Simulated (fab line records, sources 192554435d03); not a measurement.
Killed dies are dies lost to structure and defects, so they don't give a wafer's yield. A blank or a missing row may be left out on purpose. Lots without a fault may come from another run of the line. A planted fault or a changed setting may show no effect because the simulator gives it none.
Which tool did it? | flow n5_finfet | 11 lots, 32 wafers sampled, at 5 steps of a route of 1938

WHAT THE GAUGES READ, wafer by wafer
The record holds no reading of a measuring or inspecting step that can be judged against a usual standard deviation.

WHICH TOOL RAN EACH LOT (tool, then ch and the chambers of the sampled wafers, then the start)
lot  | N5_BEOL_M9_ECD_50              | N5_PASSIVATION_PRE_CLEAN_19  | N5_PASSIVATION_DESCUM_32           | N5_PASSIVATION_STRIP_48            | N5_PASSIVATION_PROBE_49
L127 | ecd_cu-02 ch 0,1, day 11 06:44 | pvd_sputter-03, day 13 05:37 | rie_diel-01 ch 0,1, day 13 06:32   | rie_diel-05 ch 0,1, day 13 09:14   | -
L126 | ecd_cu-01 ch 0,1, day 11 07:21 | pvd_sputter-02, day 13 05:15 | rie_diel-05 ch 1,2,3, day 13 06:21 | rie_diel-05 ch 0,1,2, day 13 08:38 | -
L130 | ecd_cu-02 ch 0,1, day 12 09:56 | pvd_sputter-01, day 14 07:47 | rie_diel-01 ch 0,3, day 14 08:36   | rie_diel-04 ch 2,3, day 14 11:26   | -
L131 | ecd_cu-01 ch 0,1, day 12 11:29 | pvd_sputter-01, day 14 11:32 | rie_diel-04 ch 0,1, day 14 12:23   | rie_diel-05 ch 0,1, day 14 14:47   | prober-02, day 14 17:27
L132 | ecd_cu-01 ch 1, day 13 09:10   | pvd_sputter-01, day 15 11:56 | rie_diel-05 ch 0,1,3, day 15 12:46 | rie_diel-01 ch 0,1,3, day 15 15:11 | prober-02, day 15 17:43
L140 | ecd_cu-02 ch 0,1, day 15 23:19 | pvd_sputter-01, day 18 05:08 | rie_diel-04 ch 1,3, day 18 05:58   | rie_diel-04 ch 0,1, day 18 08:48   | -
L143 | ecd_cu-02 ch 0,1, day 16 15:18 | pvd_sputter-02, day 18 17:01 | rie_diel-05 ch 2,3, day 18 17:50   | rie_diel-01 ch 0,1,2, day 18 20:18 | -
L142 | ecd_cu-01 ch 0,1, day 16 19:40 | pvd_sputter-03, day 18 20:35 | rie_diel-01 ch 0,1,3, day 18 21:17 | rie_diel-05 ch 1,2,3, day 18 23:47 | -
L144 | ecd_cu-02 ch 0,1, day 17 02:33 | pvd_sputter-01, day 19 11:46 | rie_diel-04 ch 0,2,3, day 19 12:35 | rie_diel-05 ch 0,1,3, day 19 15:09 | -
L147 | ecd_cu-01 ch 0,1, day 17 12:16 | pvd_sputter-03, day 19 16:23 | rie_diel-04 ch 2,3, day 19 17:13   | rie_diel-05 ch 1,2, day 19 19:32   | -
L145 | ecd_cu-01 ch 0,1, day 17 13:03 | pvd_sputter-03, day 19 16:53 | rie_diel-01 ch 0,1,3, day 19 17:43 | rie_diel-05 ch 2,3, day 19 20:10   | -
- N5_BEOL_M9_ECD_50: material Cu, target thk 318 nm.
- N5_PASSIVATION_PRE_CLEAN_19
- N5_PASSIVATION_DESCUM_32: chemistry O2, time 7.9 s.
- N5_PASSIVATION_STRIP_48: strips in O2.
- N5_PASSIVATION_PROBE_49

WHAT THE TOOLS THEMSELVES READ (means of the sampled wafers that have a number; where no wafer has one, the mark that the record gives instead)
N5_PASSIVATION_PRE_CLEAN_19. Usual: heater_power_w 482 W, standard deviation 54.
lot  | tool           | heater_power_w (W) | flag
L127 | pvd_sputter-03 | 478                |
L126 | pvd_sputter-02 | 550                |
L130 | pvd_sputter-01 | 433                |
L131 | pvd_sputter-01 | 499                |
L132 | pvd_sputter-01 | 457                |
L140 | pvd_sputter-01 | 520                |
L143 | pvd_sputter-02 | 547                |
L142 | pvd_sputter-03 | 424                |
L144 | pvd_sputter-01 | 489                |
L147 | pvd_sputter-03 | 493                |
L145 | pvd_sputter-03 | 439                |

N5_PASSIVATION_DESCUM_32. Usual: drypump_motor_current_A 5.8 A, standard deviation 0.5; oes_product_au 0.79 a.u., standard deviation 0.081; rf_vpp_V 243.0 V, standard deviation 1.1; showerhead_plenum_p_Torr 2.08 Torr, standard deviation 0.056; temp_c 40.00 C, standard deviation 0.11; throttle_valve_pct 20.51 %, standard deviation 0.23.
lot  | tool        | drypump_motor_current_A (A) | oes_product_au (a.u.) | rf_vpp_V (V) | showerhead_plenum_p_Torr (Torr) | temp_c (C) | throttle_valve_pct (%) | flag
L127 | rie_diel-01 | 6.2                         | 0.79                  | 243.2        | 2.05                            | 39.97      | 20.50                  |
L126 | rie_diel-05 | 6.2                         | 0.74                  | 243.3        | 2.08                            | 40.14      | 20.62                  |
L130 | rie_diel-01 | 6.1                         | 0.78                  | 242.1        | 2.04                            | 39.96      | 20.53                  |
L131 | rie_diel-04 | 6.2                         | 0.87                  | 242.6        | 2.08                            | 39.98      | 20.22                  |
L132 | rie_diel-05 | 6.1                         | 0.75                  | 242.6        | 2.09                            | 39.97      | 20.55                  |
L140 | rie_diel-04 | 6.0                         | 0.82                  | 242.6        | 2.05                            | 40.02      | 20.28                  |
L143 | rie_diel-05 | 6.0                         | 0.80                  | 242.0        | 2.05                            | 39.95      | 20.68                  |
L142 | rie_diel-01 | 5.8                         | 0.81                  | 242.6        | 2.05                            | 39.95      | 20.58                  |
L144 | rie_diel-04 | 5.7                         | 0.85                  | 244.2        | 2.09                            | 40.01      | 20.37                  |
L147 | rie_diel-04 | 5.6                         | 0.91                  | 242.7        | 2.07                            | 39.99      | 20.41                  |
L145 | rie_diel-01 | 5.8                         | 0.81                  | 242.7        | 2.05                            | 40.02      | 20.59                  |

N5_PASSIVATION_STRIP_48. Usual: drypump_motor_current_A 6.0 A, standard deviation 0.45; oes_product_au 0.78 a.u., standard deviation 0.082; rf_vpp_V 3.6 V, standard deviation 2.4; showerhead_plenum_p_Torr 2.10 Torr, standard deviation 0.06; temp_c 59.99 C, standard deviation 0.12; throttle_valve_pct 16.75 %, standard deviation 0.22.
lot  | tool        | drypump_motor_current_A (A) | oes_product_au (a.u.) | rf_vpp_V (V) | showerhead_plenum_p_Torr (Torr) | temp_c (C) | throttle_valve_pct (%) | flag
L127 | rie_diel-05 | 6.0                         | 0.77                  | 3.0          | 2.16                            | 59.99      | 16.73                  |
L126 | rie_diel-05 | 6.2                         | 0.73                  | 2.6          | 2.15                            | 59.98      | 16.83                  |
L130 | rie_diel-04 | 5.5                         | 0.72                  | 3.3          | 2.09                            | 60.03      | 16.90                  |
L131 | rie_diel-05 | 6.2                         | 0.77                  | 3.1          | 2.15                            | 60.12      | 16.71                  |
L132 | rie_diel-01 | 5.8                         | 0.74                  | 2.6          | 2.06                            | 60.02      | 16.88                  |
L140 | rie_diel-04 | 6.2                         | 0.82                  | 4.7          | 2.06                            | 59.99      | 16.51                  |
L143 | rie_diel-01 | 5.7                         | 0.89                  | 2.3          | 2.07                            | 59.98      | 16.57                  |
L142 | rie_diel-05 | 6.2                         | 0.80                  | 3.5          | 2.07                            | 59.93      | 16.81                  |
L144 | rie_diel-05 | 6.1                         | 0.72                  | 3.5          | 2.08                            | 60.08      | 16.87                  |
L147 | rie_diel-05 | 6.4                         | 0.77                  | 7.3          | 2.10                            | 60.11      | 16.73                  |
L145 | rie_diel-05 | 6.0                         | 0.81                  | 5.1          | 2.05                            | 60.02      | 16.94                  |

N5_PASSIVATION_PROBE_49. Usual: defect_limited_yield 91.6 %, standard deviation 1.6; killed_at_M0_to_M3 32, standard deviation 9.7; killed_at_M4_up 13, standard deviation 4.4; killed_at_contacts 12, standard deviation 6.5; killed_at_front_end 38, standard deviation 12; killed_at_other 3.7, standard deviation 3; killed_dies 99, standard deviation 18; killed_on_rim 13, standard deviation 3.9; killed_open 66, standard deviation 14; killed_short 32, standard deviation 7.5; sort_bin_5_function 4.9 %, standard deviation 1; sort_bin_6_memory 3.2 %, standard deviation 0.73; sort_n_pass 1081, standard deviation 18; sort_yield_pct 91.6 %, standard deviation 1.6.
lot  | tool      | defect_limited_yield (%) | killed_at_M0_to_M3 | killed_at_M4_up | killed_at_contacts | killed_at_front_end | killed_at_other | killed_dies | killed_on_rim | killed_open | killed_short | sort_bin_5_function (%) | sort_bin_6_memory (%) | sort_n_pass | sort_yield_pct (%) | flag
L131 | prober-02 | 70.2                     | 34                 | 253             | 16                 | 45                  | 3.0             | 351         | 45            | 68          | 38           | 19.5                    | 8.5                   | 829         | 70.2               | OFF
L132 | prober-02 | 50.0                     | 27                 | 528             | 7                  | 22                  | 5.3             | 590         | 76            | 49          | 20           | 31.6                    | 15.0                  | 590         | 50.0               | OFF

THE ANSWER, worked out from the rows above alone
Rule: a lot is off if the mean of its wafers that have a number lies more than 3 standard deviations from the usual mean. A lot without any number at a reading at which 4 lots or more have one is off too. The other lots that the step has rows for count as sound. The gauges are gone through in route order, then the tools' own readings, and for those a lot's mean is taken as printed above. The first step at which some lot is off is used, and at that step the reading that is off furthest; a lot without a number counts as furthest.
Off: L131, L132, at N5_PASSIVATION_PROBE_49 (killed_at_M4_up). Neither off nor sound, because the step has no rows for them: L127, L126, L130, L140, L143, L142, L144, L147, L145.
A tool fits if, at that step or a process step before it, it ran every lot that is off, and no sound lot after the first of them. Can't be told from this: 3 tools fit, ecd_cu-01 at N5_BEOL_M9_ECD_50, pvd_sputter-01 at N5_PASSIVATION_PRE_CLEAN_19, prober-02 at N5_PASSIVATION_PROBE_49.

WHAT THE SIMULATOR HAD PUT IN
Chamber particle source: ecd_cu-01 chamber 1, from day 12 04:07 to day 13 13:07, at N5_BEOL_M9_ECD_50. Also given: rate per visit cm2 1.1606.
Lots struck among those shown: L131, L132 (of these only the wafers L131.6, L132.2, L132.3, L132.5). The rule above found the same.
